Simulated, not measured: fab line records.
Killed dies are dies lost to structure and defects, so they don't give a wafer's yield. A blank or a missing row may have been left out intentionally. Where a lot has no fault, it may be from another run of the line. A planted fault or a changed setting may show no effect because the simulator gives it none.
The tool behind it: which one? :: flow nandHarc :: 20 wafers from 7 lots sampled at 5 of the route's 1159 steps

== WHAT THE GAUGES SHOWED, per wafer ==
NHARC_END_SORT_01.
lot: L728
measured: day 24 19:22
on: prober-02
killedAtArray: 43 631

== WHICH TOOL RAN EACH LOT (tool, then ch and the chambers of the sampled wafers, then the start) ==
lot: L711
NHARC_A_STAIRCASE_TRIM_16: rieDiel-11 ch 0,3, day 11 12:19 or earlier
NHARC_A_STAIRCASE_ETCH_194: rieDiel-04 ch 0,2, day 11 12:19
NHARC_A_STAIRCASE_ETCH_197: rieDiel-04 ch 0,1,2, day 11 12:41
NHARC_A_STAIRCASE_STRIP_205: plasmaAsher-02 ch 0,1, day 11 13:34

lot: L717
NHARC_A_STAIRCASE_TRIM_16: rieDiel-04 ch 0,1,3, day 12 14:46 or earlier
NHARC_A_STAIRCASE_ETCH_194: rieDiel-11 ch 0,1, day 12 14:46 or earlier
NHARC_A_STAIRCASE_ETCH_197: rieDiel-11 ch 0,2,3, day 12 14:46
NHARC_A_STAIRCASE_STRIP_205: plasmaAsher-02 ch 0,1, day 12 15:46

lot: L719
NHARC_A_STAIRCASE_TRIM_16: rieDiel-12 ch 0,1,3, day 13 10:26 or earlier
NHARC_A_STAIRCASE_ETCH_194: rieDiel-11 ch 0,2,3, day 13 10:26 or earlier
NHARC_A_STAIRCASE_ETCH_197: rieDiel-11 ch 1,2,3, day 13 10:26
NHARC_A_STAIRCASE_STRIP_205: plasmaAsher-01 ch 0,1, day 13 12:45

lot: L723
NHARC_A_STAIRCASE_TRIM_16: rieDiel-04 ch 0,2,3, day 14 08:38 or earlier
NHARC_A_STAIRCASE_ETCH_194: rieDiel-12 ch 0,1,3, day 14 08:38 or earlier
NHARC_A_STAIRCASE_ETCH_197: rieDiel-11 ch 1,3, day 14 08:38
NHARC_A_STAIRCASE_STRIP_205: plasmaAsher-01 ch 0,1, day 14 10:08

lot: L726
NHARC_A_STAIRCASE_TRIM_16: rieDiel-11 ch 1,2,3, day 15 04:01 or earlier
NHARC_A_STAIRCASE_ETCH_194: rieDiel-12 ch 0,1,2, day 15 04:01 or earlier
NHARC_A_STAIRCASE_ETCH_197: rieDiel-12 ch 0,2,3, day 15 04:01
NHARC_A_STAIRCASE_STRIP_205: plasmaAsher-01 ch 0,1, day 15 04:56

lot: L728
NHARC_A_STAIRCASE_TRIM_16: rieDiel-04 ch 0,3, day 15 22:27 or earlier
NHARC_A_STAIRCASE_ETCH_194: rieDiel-11 ch 0,1, day 15 22:27 or earlier
NHARC_A_STAIRCASE_ETCH_197: rieDiel-11 ch 0,2, day 15 22:27
NHARC_A_STAIRCASE_STRIP_205: plasmaAsher-02 ch 0, day 15 23:22

lot: L731
NHARC_A_STAIRCASE_TRIM_16: rieDiel-04 ch 0,1,3, day 17 00:33 or earlier
NHARC_A_STAIRCASE_ETCH_194: rieDiel-11 ch 1,2,3, day 17 00:33 or earlier
NHARC_A_STAIRCASE_ETCH_197: rieDiel-04 ch 0,1,2, day 17 00:33
NHARC_A_STAIRCASE_STRIP_205: plasmaAsher-02 ch 0,1, day 17 01:32
- NHARC_A_STAIRCASE_TRIM_16: chemistry O2, time 211.2 s.
- NHARC_A_STAIRCASE_ETCH_194: etches the open film in C4F8/O2, target depth 100 nm, time 40.5 s.
- NHARC_A_STAIRCASE_ETCH_197: etches the open film in C4F8/O2, target depth 100 nm, time 40.5 s.
- NHARC_A_STAIRCASE_STRIP_205: strips in O2.

== THE ANSWER, worked out from the rows above alone ==
Rule: what is usual is taken from the lots themselves. Put in order of their means at a reading, lots are off if they are a third of the lots or fewer, leave a main group of 4 or more, and stand apart from it by a gap of 3 or more times the standard deviation of the main group's means; of several such gaps the widest counts. A main group whose means are all the same, to the digits that the tables above print for the reading, isn't used. A lot without any number at a reading at which 4 lots or more have one is off too. Where the step has rows for the other lots, those lots are counted as sound.
No lot is off at any reading shown: from this, nothing can be told.

== WHAT THE SIMULATOR PUT IN ==
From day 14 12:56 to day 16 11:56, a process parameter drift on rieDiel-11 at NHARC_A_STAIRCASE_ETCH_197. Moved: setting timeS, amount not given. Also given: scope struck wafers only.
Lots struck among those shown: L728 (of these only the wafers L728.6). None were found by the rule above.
